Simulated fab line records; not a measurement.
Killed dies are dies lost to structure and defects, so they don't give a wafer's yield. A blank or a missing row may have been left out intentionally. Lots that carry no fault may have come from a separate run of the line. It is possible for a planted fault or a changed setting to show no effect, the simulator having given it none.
Matching of chambers + flow nandHarc + NHARC_A_STAIRCASE_ETCH_13 on rieDiel-03 has 4 sister chambers
The step etches the open film in C4F8/O2, target depth 100 nm, time 40.5 s. 8 wafers are shown with their chamber, then 7 later ones without.

WAFERS, EACH WITH ITS CHAMBER
| wafer  | chamber | rfVppV (V) | oesProductAu (a.u.) |
|--------|---------|------------|---------------------|
| L995.1 | 2       | 903        | 0.902               |
| L995.2 | 1       | 897        | 0.927               |
| L995.4 | 3       | 892        | 0.917               |
| L999.2 | 1       | 897        | 0.959               |
| L999.3 | 2       | 901        | 0.958               |
| L101.6 | 3       | 891        | 0.939               |
| L103.3 | 0       | 896        | 0.955               |
| L103.5 | 0       | 896        | 0.944               |

WAFERS WITHOUT THEIR CHAMBER
| wafer  | rfVppV (V) | oesProductAu (a.u.) |
|--------|------------|---------------------|
| L103.6 | 896        | 0.954               |
| L104.1 | 890        | 0.937               |
| L104.2 | 896        | 0.955               |
| L104.4 | 898        | 0.950               |
| L105.1 | 891        | 0.924               |
| L105.2 | 899        | 0.924               |
| L105.4 | 896        | 0.930               |

THE CHAMBER EACH PASSED THROUGH
| wafer  | from the rows above          | in truth |
|--------|------------------------------|----------|
| L103.6 | can't be placed: 0 or 1      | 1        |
| L104.1 | 3                            | 3        |
| L104.2 | can't be placed: 0 or 1      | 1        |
| L104.4 | can't be placed: 1 or 0      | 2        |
| L105.1 | 3                            | 3        |
| L105.2 | can't be placed: 1 or 2 or 0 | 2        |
| L105.4 | can't be placed: 0 or 1      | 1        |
2 of 7 placed correctly. Cannot be placed on the basis of these rows: 5; the candidates contain the true chamber in 4. Number placed wrongly: 0.
How it was worked out, from the rows above alone: a wafer's distance from a chamber is the root of the sum, over the readings, of the square of ((its reading less the chamber's mean) divided by the reading's scatter). The wafer belongs to the nearest chamber; if the next one is less than 2 further off, it can't be placed. Each chamber's mean is taken over the wafers shown for it. The scatter: take each reading less its chamber's mean, square it, sum over the shown wafers, divide by the number of wafers less the number of chambers, and take the root.
